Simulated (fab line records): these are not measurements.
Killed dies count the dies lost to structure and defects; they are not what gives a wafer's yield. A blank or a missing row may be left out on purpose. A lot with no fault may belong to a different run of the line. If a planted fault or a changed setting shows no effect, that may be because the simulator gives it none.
Problem report in the 8D (eight disciplines) form, filled by code + flow nandHarc + the parts of the form that need people (team, actions taken, sign-off) are left out

1. THE ISSUE
At NHARC_P_CONTACT_CMP_24, timeToEndpointS averages 0.7 s over 9 wafers from 3 lots, while fault-free wafers read 39.5 s, standard deviation 2.6. That puts it -15 standard deviations away from the usual mean.
The step: polishes, t overpolish 30 s, target thk 200 nm.
First observed at day 7 07:36: wafer L278.4, on cmp-01. The record holds 36 wafers of 12 lots with a number at this step. The rule behind "out" and "out of limits": a value lying over 4 standard deviations away from the usual mean. All remaining wafers that have a number are taken as sound.

2. WHAT IT IS; WHAT IT IS NOT
| question                    | is                     | is not                                                                                                        |
|-----------------------------|------------------------|---------------------------------------------------------------------------------------------------------------|
| which readings at this step | timeToEndpointS        | motorCurrentA, overpolishRunS                                                                                 |
| which lots                  | L278, L279, L280       | L275, L289, L290, L291, L292, L295, L296, L297, L298                                                          |
| which wafers of those lots  | all that have a number | -                                                                                                             |
| read on which tools         | cmp-01, cmp-03, cmp-04 | -                                                                                                             |
| when                        | from day 7 07:36       | up to then (3 sound wafers); but 24 sound wafers of L289, L290, L291, L292, L295, L296, L297, L298 came after |

3. THE SUSPECTS, EACH WITH WHAT RULES IT OUT
Counting: a tool at a process step up to the reading stays a suspect if it ran every lot that is out and no sound lot after the first of them.
- cvdW-02 at NHARC_P_CONTACT_CVD_23 (deposits W, target thk 200 nm, time 557 s): ruled out as a lasting fault. Sound lots L290, L292, L295, L297, L298 ran on it after its first lot that is out, L278 (day 7 06:58).
Left after counting: nothing in the record.

4. THE CAUSE (what the simulator had put in)
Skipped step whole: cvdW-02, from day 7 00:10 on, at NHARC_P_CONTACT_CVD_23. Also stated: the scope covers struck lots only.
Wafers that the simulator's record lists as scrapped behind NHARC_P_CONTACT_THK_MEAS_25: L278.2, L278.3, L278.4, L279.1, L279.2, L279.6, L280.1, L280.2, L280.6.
Counting ruled it out, wrongly: the rule takes a fault to strike every lot that its tool runs from its start on, and this one did not.

5. THE EFFECT CHAIN, in route order
Rows list readings where the struck wafers' mean (over those with a number) sits beyond 3 standard deviations from the usual. Readings are gone through only where the record gives a usual standard deviation; hours: the median, over the lots, of the time from a lot's start at the first step in this table giving one to that lot's start at this step; sigmas: the change measured in usual standard deviations.
| hours | step                   | reading         | usual  | on struck wafers | change | sigmas |
|-------|------------------------|-----------------|--------|------------------|--------|--------|
| 0     | NHARC_P_CONTACT_CMP_24 | timeToEndpointS | 39.5 s | 0.7              | -38.8  | -15    |
Its process steps:
- NHARC_P_CONTACT_CMP_24: polishes, t overpolish 30 s, target thk 200 nm.
Readings that are blank on the struck wafers while sound wafers have them: chamberPressureTorr at NHARC_P_CONTACT_CVD_23; heaterPowerOuterW at NHARC_P_CONTACT_CVD_23; heaterPowerW at NHARC_P_CONTACT_CVD_23; throttleValvePct at NHARC_P_CONTACT_CVD_23.

6. WHAT WOULD HAVE CAUGHT IT SOONER
In this record no reading fell out of limits until day 7 07:36, 7 hours after the fault had begun at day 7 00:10.
At NHARC_P_CONTACT_CVD_23 the tool's readings are blank on the struck wafers, where sound wafers have them: an empty tool record is the first sign, and it was there at once.
